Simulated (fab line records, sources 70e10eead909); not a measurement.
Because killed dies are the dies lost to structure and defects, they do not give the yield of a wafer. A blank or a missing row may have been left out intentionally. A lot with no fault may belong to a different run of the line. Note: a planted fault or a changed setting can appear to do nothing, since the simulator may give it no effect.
The tool behind it: which one? + flow nand_harc + 7 lots (21 wafers sampled), 1 step of a 1302-step route

## WHAT EACH GAUGE READ, for each wafer
NHARC_P_M1_INSPECT_27.
| lot  | measured     | on                | raw_defect_count |
|------|--------------|-------------------|------------------|
| L537 | day 7 00:25  | defect_inspect-02 | 350 262 302      |
| L538 | day 7 10:43  | defect_inspect-01 | 353 324 316      |
| L540 | day 8 08:40  | defect_inspect-01 | 319 419 161      |
| L543 | day 9 12:04  | defect_inspect-01 | 225 235 257      |
| L550 | day 12 13:43 | defect_inspect-01 | 196 148 211      |
| L554 | day 14 01:49 | defect_inspect-02 | 286 266 234      |
| L558 | day 16 01:30 | defect_inspect-02 | 232 400 334      |

## WHAT TOOL EACH LOT RAN ON (gives the tool, then ch and the chambers of the sampled wafers, and finally the start)
No process step before these readings appears in the record.

## THE ANSWER, worked out from the rows above alone
Rule: what is usual is taken from the lots themselves. The widest of any qualifying gaps counts: lots, ordered by their means at a reading, are off when they make up no more than a third of the lots, leave a main group of 4 or more, and stand apart from it by 3 or more times the standard deviation of that group's means. A main group whose means are all the same, to the digits that the tables above print for the reading, isn't used. Also off: a lot with no number at a reading for which 4 or more lots have one. All remaining lots with rows at the step are treated as sound.
Across all readings shown, no lot is off: no conclusion can be drawn from this.

## WHAT WAS PUT IN BY THE SIMULATOR
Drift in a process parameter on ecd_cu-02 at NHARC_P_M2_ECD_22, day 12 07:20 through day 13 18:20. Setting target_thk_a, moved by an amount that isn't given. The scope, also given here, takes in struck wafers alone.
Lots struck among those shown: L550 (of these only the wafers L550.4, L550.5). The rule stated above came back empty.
